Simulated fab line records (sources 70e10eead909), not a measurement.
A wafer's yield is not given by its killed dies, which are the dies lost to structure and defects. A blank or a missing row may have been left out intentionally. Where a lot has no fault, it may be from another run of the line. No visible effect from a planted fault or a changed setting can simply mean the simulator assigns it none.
Chamber matching / flow nand_harc / rie_diel-10 running NHARC_P_M1_STRIP_18: 4 sister chambers
The step strips in N2/H2. 4 wafers are shown with their chamber, then 8 later ones without.

== WAFERS PAIRED WITH THEIR CHAMBERS ==
wafer=L082.2; chamber=2; drypump_motor_current_A (A)=5.90
wafer=L083.1; chamber=3; drypump_motor_current_A (A)=5.42
wafer=L083.4; chamber=1; drypump_motor_current_A (A)=6.41
wafer=L089.4; chamber=0; drypump_motor_current_A (A)=5.77

== WAFERS WITHOUT THEIR CHAMBER ==
wafer=L089.5; drypump_motor_current_A (A)=5.41
wafer=L089.6; drypump_motor_current_A (A)=5.92
wafer=L090.3; drypump_motor_current_A (A)=5.78
wafer=L090.4; drypump_motor_current_A (A)=5.91
wafer=L090.5; drypump_motor_current_A (A)=5.77
wafer=L092.1; drypump_motor_current_A (A)=5.80
wafer=L092.3; drypump_motor_current_A (A)=6.39
wafer=L092.5; drypump_motor_current_A (A)=5.42

== WHICH CHAMBER EACH ONE RAN IN ==
wafer=L089.5; from the rows above=3; in truth=3
wafer=L089.6; from the rows above=2; in truth=2
wafer=L090.3; from the rows above=0; in truth=0
wafer=L090.4; from the rows above=2; in truth=2
wafer=L090.5; from the rows above=0; in truth=0
wafer=L092.1; from the rows above=0; in truth=0
wafer=L092.3; from the rows above=1; in truth=1
wafer=L092.5; from the rows above=3; in truth=3
Placed correctly: 8 of 8. Not placeable from these rows: 0. Number placed wrongly: 0.
How it was worked out, from the rows above alone: a wafer's distance from a chamber is the root of the sum, over the readings, of the square of ((its reading less the chamber's mean) divided by the reading's scatter). The wafer belongs to the nearest chamber; if the next one is less than 2 further off, it can't be placed. For every chamber, the mean is computed from those of its wafers that are shown. The scatter: with one shown wafer a chamber, the root of the mean of the squares of how far each hidden wafer lies from its nearest shown one.
